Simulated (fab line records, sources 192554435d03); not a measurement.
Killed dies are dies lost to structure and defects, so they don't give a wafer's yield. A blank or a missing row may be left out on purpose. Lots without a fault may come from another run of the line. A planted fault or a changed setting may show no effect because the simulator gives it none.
Which tool did it? | flow n5_finfet | 12 lots, 34 wafers sampled, at 4 steps of a route of 1938

WHAT THE GAUGES READ, wafer by wafer
The record holds no reading of a measuring or inspecting step that can be judged against a usual standard deviation.

WHICH TOOL RAN EACH LOT (tool, then ch and the chambers of the sampled wafers, then the start)
lot  | N5_BEOL_M9_ALD_74                   | N5_BEOL_M9_SURFACE_TREAT_79  | N5_BEOL_M9_SPUTTER_48        | N5_BEOL_M10_COAT_60
L674 | ald_metal-01 ch 0,1,3, day 11 09:29 | pvd_sputter-01, day 11 09:48 | pvd_sputter-03, day 11 10:03 | litho_track-02 ch 0, day 11 12:14
L678 | ald_metal-03 ch 0,2,3, day 12 01:02 | pvd_sputter-03, day 12 02:40 | pvd_sputter-03, day 12 02:59 | litho_track-04 ch 0, day 12 05:30
L679 | ald_metal-03 ch 0,2, day 12 04:12   | pvd_sputter-03, day 12 04:37 | pvd_sputter-01, day 12 04:51 | litho_track-02 ch 0, day 12 08:27
L681 | ald_metal-01 ch 2,3, day 12 11:28   | pvd_sputter-03, day 12 12:49 | pvd_sputter-01, day 12 13:14 | litho_track-04 ch 0, day 12 15:36
L682 | ald_metal-03 ch 0,3, day 12 18:32   | pvd_sputter-01, day 12 18:50 | pvd_sputter-01, day 12 19:03 | litho_track-02 ch 0, day 12 21:35
L684 | ald_metal-01 ch 1,3, day 13 15:11   | pvd_sputter-02, day 13 15:30 | pvd_sputter-02, day 13 16:06 | litho_track-04 ch 0, day 13 19:51
L685 | ald_metal-03 ch 1,2, day 14 03:00   | pvd_sputter-02, day 14 03:13 | pvd_sputter-01, day 14 03:51 | litho_track-04 ch 0, day 14 06:34
L688 | ald_metal-01 ch 1,2,3, day 14 05:50 | pvd_sputter-02, day 14 06:14 | pvd_sputter-02, day 14 06:32 | litho_track-04 ch 0, day 14 11:55
L690 | ald_metal-03 ch 1,2,3, day 14 21:00 | pvd_sputter-02, day 14 21:23 | pvd_sputter-01, day 14 21:35 | litho_track-01 ch 0, day 15 00:36
L691 | ald_metal-02 ch 2,3, day 15 18:22   | pvd_sputter-02, day 15 18:52 | pvd_sputter-03, day 15 19:03 | litho_track-01 ch 0, day 15 21:58
L692 | ald_metal-03 ch 0,1,2, day 16 02:29 | pvd_sputter-03, day 16 02:46 | pvd_sputter-03, day 16 03:01 | litho_track-02 ch 0, day 16 06:35
L694 | ald_metal-02 ch 0,1,3, day 16 06:47 | pvd_sputter-03, day 16 07:07 | pvd_sputter-02, day 16 07:29 | litho_track-01 ch 0, day 16 10:32
- N5_BEOL_M9_ALD_74: deposits TaN, target thk 2 nm, pulse time 2 s, purge time 3 s.
- N5_BEOL_M9_SURFACE_TREAT_79
- N5_BEOL_M9_SPUTTER_48: material Cu, target thk 12 nm, time 2 s.
- N5_BEOL_M10_COAT_60: time 60 s, resist thk 30 nm.

WHAT THE TOOLS THEMSELVES READ (means of the sampled wafers that have a number; where no wafer has one, the mark that the record gives instead)
N5_BEOL_M9_ALD_74. Usual: heater_power_w 395 W, standard deviation 31.
lot  | tool         | heater_power_w (W) | flag
L674 | ald_metal-01 | 384                |
L678 | ald_metal-03 | 397                |
L679 | ald_metal-03 | 386                |
L681 | ald_metal-01 | 364                |
L682 | ald_metal-03 | 388                |
L684 | ald_metal-01 | 367                |
L685 | ald_metal-03 | 396                |
L688 | ald_metal-01 | 367                |
L690 | ald_metal-03 | 402                |
L691 | ald_metal-02 | 483                |
L692 | ald_metal-03 | 375                |
L694 | ald_metal-02 | 442                |

N5_BEOL_M9_SPUTTER_48. Usual: cathode_dc_power_W 26000 W, standard deviation 4.2; throttle_valve_pct 30.4 %, standard deviation 1.4.
lot  | tool           | cathode_dc_power_W (W) | throttle_valve_pct (%) | flag
L674 | pvd_sputter-03 | 25998                  | 30.9                   |
L678 | pvd_sputter-03 | 26002                  | 31.0                   |
L679 | pvd_sputter-01 | 26001                  | 30.8                   |
L681 | pvd_sputter-01 | 26002                  | 31.6                   |
L682 | pvd_sputter-01 | 25999                  | 29.9                   |
L684 | pvd_sputter-02 | 26002                  | 29.8                   |
L685 | pvd_sputter-01 | 26002                  | 29.6                   |
L688 | pvd_sputter-02 | 26003                  | 30.1                   |
L690 | pvd_sputter-01 | 26001                  | 30.1                   |
L691 | pvd_sputter-03 | 26002                  | 31.5                   |
L692 | pvd_sputter-03 | 26001                  | 30.9                   |
L694 | pvd_sputter-02 | 26001                  | 29.8                   |

N5_BEOL_M10_COAT_60. Usual: heater_power_total_W 427.8 W, standard deviation 2.2; run_length_s 65.84 s, standard deviation 0.15.
lot  | tool           | heater_power_total_W (W) | run_length_s (s) | flag
L674 | litho_track-02 | 429.0                    | 65.89            |
L678 | litho_track-04 | 426.0                    | 65.72            |
L679 | litho_track-02 | 428.5                    | 65.98            |
L681 | litho_track-04 | 429.2                    | 65.69            |
L682 | litho_track-02 | 426.9                    | 65.94            |
L684 | litho_track-04 | 427.8                    | 65.65            |
L685 | litho_track-04 | 582.0                    | 42.31            | OFF
L688 | litho_track-04 | 580.5                    | 42.27            | OFF
L690 | litho_track-01 | 430.3                    | 65.82            |
L691 | litho_track-01 | 428.1                    | 65.99            |
L692 | litho_track-02 | 427.7                    | 66.01            |
L694 | litho_track-01 | 427.0                    | 65.84            |

THE ANSWER, worked out from the rows above alone
Rule: a lot is off if the mean of its wafers that have a number lies more than 3 standard deviations from the usual mean. A lot without any number at a reading at which 4 lots or more have one is off too. The other lots that the step has rows for count as sound. The gauges are gone through in route order, then the tools' own readings, and for those a lot's mean is taken as printed above. The first step at which some lot is off is used, and at that step the reading that is off furthest; a lot without a number counts as furthest.
Off: L685, L688, at N5_BEOL_M10_COAT_60 (run_length_s).
A tool fits if, at that step or a process step before it, it ran every lot that is off, and no sound lot after the first of them. One fits: litho_track-04 at N5_BEOL_M10_COAT_60. Its last sound lot is L684 (day 13 19:51), its first lot that is off L685 (day 14 06:34): a fault that began between those two fits.
The tool's own readings at N5_BEOL_M10_COAT_60 bear it out: on the lots that are off they differ by more than 5 times the standard deviation of the sound lots' means. heater_power_total_W reads 581.2 W there against 428.1 W on the sound lots; run_length_s reads 42.29 s there against 65.85 s on the sound lots.

WHAT THE SIMULATOR HAD PUT IN
Process parameter drift: litho_track-04, from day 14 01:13 on, at N5_BEOL_M10_COAT_60. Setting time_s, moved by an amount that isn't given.
Lots struck among those shown: L685, L688. The rule above found the same.
